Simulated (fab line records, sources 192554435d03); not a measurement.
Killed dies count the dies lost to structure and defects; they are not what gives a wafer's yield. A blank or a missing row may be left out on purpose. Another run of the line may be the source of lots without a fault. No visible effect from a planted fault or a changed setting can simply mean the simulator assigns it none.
Matching of chambers    flow n5 finfet    4 sister chambers for N5_MOL_CONTACT_COAG_ETCH_105 on rie diel-05
The step etches SiARC in CF4, target depth 15.6 nm, time 26 s. 4 wafers are shown with their chamber, then 8 later ones without.

## WAFERS, EACH WITH ITS CHAMBER
wafer   chamber  showerhead plenum p Torr (Torr)
L082.5  0        2.12
L084.5  1        2.25
L084.6  2        2.21
L088.2  3        2.26

## WAFERS WITHOUT THEIR CHAMBER
wafer   showerhead plenum p Torr (Torr)
L088.3  2.11
L088.5  2.11
L091.1  2.11
L091.3  2.26
L091.6  2.25
L095.1  2.25
L095.2  2.20
L095.4  2.25

## EACH ONE'S CHAMBER
wafer   from the rows above      in truth
L088.3  0                        0
L088.5  0                        0
L091.1  0                        0
L091.3  can't be placed: 3 or 1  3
L091.6  can't be placed: 1 or 3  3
L095.1  can't be placed: 1 or 3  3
L095.2  2                        2
L095.4  can't be placed: 1 or 3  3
4 of 8 placed correctly. These rows do not allow placing 4 (true chamber among the candidates in 4). Number placed wrongly: 0.
How it was worked out, from the rows above alone: a wafer's distance from a chamber is the root of the sum, over the readings, of the square of ((its reading less the chamber's mean) divided by the reading's scatter). The wafer belongs to the nearest chamber; if the next one is less than 2 further off, it can't be placed. A chamber's mean is the mean of its shown wafers. The scatter: root of mean squared gap, hidden wafer to nearest shown wafer, with one shown wafer a chamber.
